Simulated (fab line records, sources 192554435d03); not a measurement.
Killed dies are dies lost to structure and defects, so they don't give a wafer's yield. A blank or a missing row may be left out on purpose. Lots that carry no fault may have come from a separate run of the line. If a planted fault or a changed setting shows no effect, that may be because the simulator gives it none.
Split-lot experiment :: flow n5_finfet :: route with 1938 steps; 7 lots, 21 wafers read

## ON THE SPLIT
At N5_BEOL_M7_EXPOSE_25 (exposes mask V6, target cd 40 nm), the setting dose_mj was moved away from the recipe's 42.5 on 9 of the 21 wafers read, by -4.9% to +6.3%. All remaining wafers had this setting at the recipe value.

## FROM THE SPLIT TO THE READING: what the file shows between them, 2 steps
- N5_BEOL_M7_PEB_26: peb time 60 s
- N5_BEOL_M7_DEVELOP_27: develop time 30 s

## THE READING
Shown in nm: cd_nm at N5_BEOL_M7_CD_MEAS_28, with target cd 40 nm. A value of 40.09 nm with a standard deviation of 0.21 nm is what fault-free wafers of this fab line usually give.

wafer: L075.2
tool, chamber at the split: euv_scanner-02, 0
dose_mj as run: 40.41
against the recipe: -4.9%
cd_nm, nm: 39.05
against lot-mates on the recipe: -1.20

wafer: L075.3
tool, chamber at the split: euv_scanner-02, 0
dose_mj as run: 40.41
against the recipe: -4.9%
cd_nm, nm: 39.03
against lot-mates on the recipe: -1.22

wafer: L075.5
tool, chamber at the split: euv_scanner-02, 0
dose_mj as run: 42.5
against the recipe: recipe
cd_nm, nm: 40.25
against lot-mates on the recipe: -

wafer: L085.1
tool, chamber at the split: euv_scanner-01, 0
dose_mj as run: 42.5
against the recipe: recipe
cd_nm, nm: 39.95
against lot-mates on the recipe: -

wafer: L085.4
tool, chamber at the split: euv_scanner-01, 0
dose_mj as run: 42.5
against the recipe: recipe
cd_nm, nm: 40.15
against lot-mates on the recipe: -

wafer: L085.6
tool, chamber at the split: euv_scanner-01, 0
dose_mj as run: 42.5
against the recipe: recipe
cd_nm, nm: 40.00
against lot-mates on the recipe: -

wafer: L084.3
tool, chamber at the split: euv_scanner-02, 0
dose_mj as run: 45.19
against the recipe: +6.3%
cd_nm, nm: 41.80
against lot-mates on the recipe: +1.95

wafer: L084.5
tool, chamber at the split: euv_scanner-02, 0
dose_mj as run: 45.19
against the recipe: +6.3%
cd_nm, nm: 41.65
against lot-mates on the recipe: +1.80

wafer: L084.6
tool, chamber at the split: euv_scanner-02, 0
dose_mj as run: 42.5
against the recipe: recipe
cd_nm, nm: 39.85
against lot-mates on the recipe: -

wafer: L090.3
tool, chamber at the split: euv_scanner-02, 0
dose_mj as run: 42.5
against the recipe: recipe
cd_nm, nm: 39.54
against lot-mates on the recipe: -

wafer: L090.4
tool, chamber at the split: euv_scanner-02, 0
dose_mj as run: 42.5
against the recipe: recipe
cd_nm, nm: 40.24
against lot-mates on the recipe: -

wafer: L090.5
tool, chamber at the split: euv_scanner-02, 0
dose_mj as run: 42.5
against the recipe: recipe
cd_nm, nm: 40.07
against lot-mates on the recipe: -

wafer: L096.2
tool, chamber at the split: euv_scanner-02, 0
dose_mj as run: 43.53
against the recipe: +2.4%
cd_nm, nm: 40.84
against lot-mates on the recipe: +0.64

wafer: L096.3
tool, chamber at the split: euv_scanner-02, 0
dose_mj as run: 42.5
against the recipe: recipe
cd_nm, nm: 40.40
against lot-mates on the recipe: -

wafer: L096.5
tool, chamber at the split: euv_scanner-02, 0
dose_mj as run: 42.5
against the recipe: recipe
cd_nm, nm: 40.00
against lot-mates on the recipe: -

wafer: L093.3
tool, chamber at the split: euv_scanner-01, 0
dose_mj as run: 44.83
against the recipe: +5.5%
cd_nm, nm: 40.87
against lot-mates on the recipe: +0.74

wafer: L093.4
tool, chamber at the split: euv_scanner-01, 0
dose_mj as run: 42.5
against the recipe: recipe
cd_nm, nm: 40.13
against lot-mates on the recipe: -

wafer: L093.5
tool, chamber at the split: euv_scanner-01, 0
dose_mj as run: 44.83
against the recipe: +5.5%
cd_nm, nm: 41.21
against lot-mates on the recipe: +1.08

wafer: L092.1
tool, chamber at the split: euv_scanner-01, 0
dose_mj as run: 44.51
against the recipe: +4.7%
cd_nm, nm: 41.25
against lot-mates on the recipe: +1.23

wafer: L092.3
tool, chamber at the split: euv_scanner-01, 0
dose_mj as run: 42.5
against the recipe: recipe
cd_nm, nm: 40.02
against lot-mates on the recipe: -

wafer: L092.4
tool, chamber at the split: euv_scanner-01, 0
dose_mj as run: 44.51
against the recipe: +4.7%
cd_nm, nm: 40.82
against lot-mates on the recipe: +0.80

FIT RESULTS
A straight line over all 21 wafers: cd_nm changes by +0.22 nm for each +1% of dose_mj; r = +0.95; the points scatter about the line by 0.23 nm.
The same after taking each lot's own level away (the mean of its wafers on the recipe; 21 wafers): +0.239 nm for each +1%; r = +0.96; scatter 0.25 nm.
That fit puts the effect of the largest move of dose_mj on the reading at 1.5 nm.
Measured against the standard deviation above, the lots' own levels, which go from 39.850 to 40.250 nm, span 1.9 times it.
Consequently the slope shifts little with the lot-to-lot level, the two slopes agreeing.
Check: +1.4 nm against its lot-mates is what the line predicts for one of the wafers moved furthest among these (+6.3%) when that wafer is left out of the fit. It came out at +1.95 nm against them.

## THE WHOLE CHAIN: every reading that the file lists as answering this split, in the file's order
step: N5_BEOL_M7_CD_MEAS_28
what it does: target cd 40 nm
reading: cd_nm
change (the file's fit): +0.238 nm for each +1% of the setting
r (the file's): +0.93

step: N5_BEOL_M7_DESCUM_33
what it does: chemistry O2, time 7 s
reading: BEOL_M7.cd_nm (the simulator's own value, which no gauge read)
change (the file's fit): +0.201 nm for each +1% of the setting
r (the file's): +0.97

step: N5_BEOL_M7_ETCH_72
what it does: etches underlayer in N2/H2, target depth 6.5 nm, time 5.2 s
reading: BEOL_M7.cd_nm (the simulator's own value, which no gauge read)
change (the file's fit): +0.187 nm for each +1% of the setting
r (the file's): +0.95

step: N5_BEOL_M7_ETCH_65
what it does: etches SiARC in CF4, target depth 15.6 nm, time 26 s
reading: BEOL_M7.cd_nm (the simulator's own value, which no gauge read)
change (the file's fit): +0.184 nm for each +1% of the setting
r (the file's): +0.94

step: N5_BEOL_M7_ETCH_66
what it does: etches SOC in N2/H2, target depth 80 nm, overetch 16 nm, time 120 s
reading: BEOL_M7.cd_nm (the simulator's own value, which no gauge read)
change (the file's fit): +0.166 nm for each +1% of the setting
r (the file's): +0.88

## FILE'S OWN FIT
cd_nm changes by +0.238 nm for each +1% of dose_mj, r = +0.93.
